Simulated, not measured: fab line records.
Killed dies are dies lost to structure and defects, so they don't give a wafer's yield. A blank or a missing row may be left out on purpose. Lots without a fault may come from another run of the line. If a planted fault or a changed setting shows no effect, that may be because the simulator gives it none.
The same fault as seen by 3 desks | flow n5 finfet | every desk sees just its own numbers, and what lay behind them comes last

THE DEFECT DESK
Lot by lot, what the route's inspections counted, given as the mean of those sampled wafers with a number. A lot is out of limits, marked OUT, if its mean lies more than 4 standard deviations from the usual mean; the brackets give that distance.
Columns: A = raw defect count at N5_DUMMY_REMOVAL_INSPECT_06, usual 11; B = raw defect count at N5_HKMG_FIN_INSPECT_61, usual 2.1
lot  | first seen here | A  | B
L933 | day 4 22:53     | 11 | 2.3
L943 | day 7 05:03     | 12 | 1.3
L947 | day 8 04:59     | 10 | 2.7
L948 | day 8 11:30     | 8  | 1.7
L952 | day 9 11:53     | 13 | 2.3
L953 | day 9 19:50     | 11 | 1.7
This desk's finding: nothing out of limits on any of the 6 lots.

TOOL OWNER'S DESK, litho track-02
The tool's own readings at N5_HKMG_FIN_COAT_43 (resist thk 90 nm): means of the sampled wafers that have a number, for each lot that ran on this tool. A lot is out of limits, marked OUT, if its mean lies more than 4 standard deviations from the usual mean; the brackets give that distance.
Columns: A = dispense pressure kPa at N5_HKMG_FIN_COAT_43, usual 49 kPa; B = spin speed rpm at N5_HKMG_FIN_COAT_43, usual 1500.0 rpm
lot  | first seen here | A  | B
L933 | day 4 23:50     | 46 | 1500.0
L947 | day 8 05:56     | 46 | 1563.3 (+58) OUT
L948 | day 8 12:35     | 46 | 1564.9 (+59) OUT
This desk's verdict: out of limits on L947, L948, starting with L947 at day 8 05:56 (spin speed rpm at N5_HKMG_FIN_COAT_43). L933: within limits.

METROLOGY DESK
What the gauges read for every lot (on any tool): the sampled wafers with a number, averaged. A lot is out of limits, marked OUT, if its mean lies more than 4 standard deviations from the usual mean; the brackets give that distance.
Columns: A = cd nm at N5_HKMG_FIN_CD_MEAS_49, usual 201.2 nm; B = NDIPOLE_OVL at N5_HKMG_FIN_OVL_MEAS_50, usual 0.1 nm
lot  | first seen here | A     | B
L933 | day 5 00:04     | 201.1 | -0.5
L943 | day 7 06:25     | 200.8 | 0.2
L947 | day 8 06:10     | 201.4 | 0.4
L948 | day 8 12:58     | 201.3 | 0.3
L952 | day 9 13:22     | 200.9 | -0.5
L953 | day 9 21:08     | 201.4 | 0.2
This desk's finding: nothing out of limits on any of the 6 lots.

TAKEN TOGETHER
An alarm could have come from the tool owner's desk at day 8 05:56, on L947, L948.
Nothing the defect desk looked at was out of limits.
At the metrology desk, nothing out of limits was observed.
The defect desk has L947, L948 on record, within its limits.
The metrology desk has L947, L948 on record, within its limits.
N5_HKMG_FIN_COAT_43 was run on litho track-02 by each of the lots named.

WHAT THE SIMULATOR HAD INSERTED
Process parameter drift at N5_HKMG_FIN_COAT_43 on litho track-02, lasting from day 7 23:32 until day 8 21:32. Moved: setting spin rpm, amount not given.
Shown lots that were struck: L947, L948.
Delay in hours, fault start to first out-of-limits reading, by desk: the tool owner's desk at 6.
